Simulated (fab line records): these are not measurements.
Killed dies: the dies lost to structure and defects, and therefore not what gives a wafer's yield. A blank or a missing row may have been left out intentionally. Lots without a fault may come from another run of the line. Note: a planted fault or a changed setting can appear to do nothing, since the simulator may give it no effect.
Chamber matching | flow nand-harc | pecvd-03 running NHARC_P_CONTACT_DEP_30: 3 sister chambers
The step deposits SiNx, target thk 30 nm. 6 wafers are shown with their chamber, then 7 later ones without.

WAFERS, EACH WITH ITS CHAMBER
wafer  | chamber | heater-power-w (W)
L086.1 | 0       | 879
L091.1 | 1       | 699
L091.3 | 2       | 717
L091.6 | 0       | 757
L093.1 | 1       | 659
L093.5 | 2       | 868

WAFERS WITH NO CHAMBER GIVEN
wafer  | heater-power-w (W)
L093.6 | 821
L095.1 | 819
L095.3 | 666
L095.4 | 753
L097.2 | 809
L097.4 | 807
L097.5 | 710

EACH ONE'S CHAMBER
wafer  | from the rows above          | in truth
L093.6 | can't be placed: 0 or 2 or 1 | 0
L095.1 | can't be placed: 0 or 2 or 1 | 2
L095.3 | can't be placed: 1 or 2 or 0 | 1
L095.4 | can't be placed: 2 or 0 or 1 | 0
L097.2 | can't be placed: 0 or 2 or 1 | 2
L097.4 | can't be placed: 0 or 2 or 1 | 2
L097.5 | can't be placed: 1 or 2 or 0 | 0
Correctly placed: 0 of 7. These rows do not allow placing 7 (true chamber among the candidates in 7). Number placed wrongly: 0.
How it was worked out, from the rows above alone: a wafer's distance from a chamber is the root of the sum, over the readings, of the square of ((its reading less the chamber's mean) divided by the reading's scatter). The wafer belongs to the nearest chamber; if the next one is less than 2 further off, it can't be placed. For every chamber, the mean is computed from those of its wafers that are shown. The scatter is the square root of a quotient: the sum, over the shown wafers, of each reading's squared deviation from its chamber's mean, divided by wafers minus chambers.
